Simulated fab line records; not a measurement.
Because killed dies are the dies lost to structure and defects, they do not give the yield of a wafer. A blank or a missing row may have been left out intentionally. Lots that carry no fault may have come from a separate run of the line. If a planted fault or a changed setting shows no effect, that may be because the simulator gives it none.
Matching of chambers ; flow n5-finfet ; rie-diel-03 running N5_BEOL_M10_ETCH_66: 4 sister chambers
The step etches SOC in N2/H2, target depth 120 nm, overetch 24 nm, time 180 s. 18 wafers are shown with their chamber, then 9 later ones without.

WAFERS, EACH WITH ITS CHAMBER
wafer;chamber;drypump-motor-current-A (A);throttle-valve-pct (%);oes-product-au (a.u.)
L077.1;2;6.2;17.79;0.58
L077.2;1;5.8;17.63;0.62
L077.4;3;5.1;17.97;0.58
L078.1;2;6.3;17.77;0.57
L078.2;1;5.8;17.64;0.61
L078.4;0;5.3;17.56;0.73
L079.1;2;6.3;17.79;0.57
L079.4;0;5.3;17.58;0.73
L079.6;0;5.4;17.61;0.71
L080.2;3;5.1;18.00;0.59
L080.3;0;5.3;17.59;0.71
L080.4;1;5.7;17.65;0.60
L085.1;3;5.1;18.02;0.57
L085.2;0;5.3;17.63;0.70
L085.3;1;5.8;17.67;0.60
L085.4;2;6.2;17.80;0.56
L085.5;1;5.7;17.68;0.59
L085.6;2;6.2;17.82;0.56

SIGNATURES (means of the wafers above)
reading;chamber 0;chamber 1;chamber 2;chamber 3;scatter within a chamber
drypump-motor-current-A;5.320;5.760;6.240;5.100;0.0478
throttle-valve-pct;17.5940;17.6540;17.7940;17.9967;0.0227
oes-product-au;0.7160;0.6040;0.5680;0.5800;0.0111
Rule: for a wafer and a chamber, the distance is found by dividing, reading by reading, the gap between the wafer's reading and the chamber's mean by the reading's scatter, squaring, summing and taking the root. If the next closest chamber is less than 2 further off than the closest, the wafer can't be placed; otherwise it belongs to the closest. The scatter: take each reading less its chamber's mean, square it, sum over the shown wafers, divide by the number of wafers less the number of chambers, and take the root.

WAFERS MISSING THEIR CHAMBER
wafer;drypump-motor-current-A (A);throttle-valve-pct (%);oes-product-au (a.u.)
L094.4;6.3;17.45;0.77
L094.5;5.3;17.69;0.66
L094.6;5.1;18.05;0.56
L097.1;5.8;17.74;0.58
L097.2;5.2;18.08;0.55
L097.3;6.3;17.48;0.75
L097.4;5.3;17.69;0.66
L097.5;5.1;18.07;0.56
L097.6;6.3;17.46;0.75

THE CHAMBER EACH PASSED THROUGH
wafer;from the rows above;in truth
L094.4;can't be placed: 1 or 0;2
L094.5;0;0
L094.6;3;3
L097.1;1;1
L097.2;3;3
L097.3;1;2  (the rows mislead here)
L097.4;0;0
L097.5;3;3
L097.6;1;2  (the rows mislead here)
Correctly placed: 6 of 9. Can't be placed from these rows: 1 (the true chamber is among the candidates in 0). Number placed wrongly: 2.
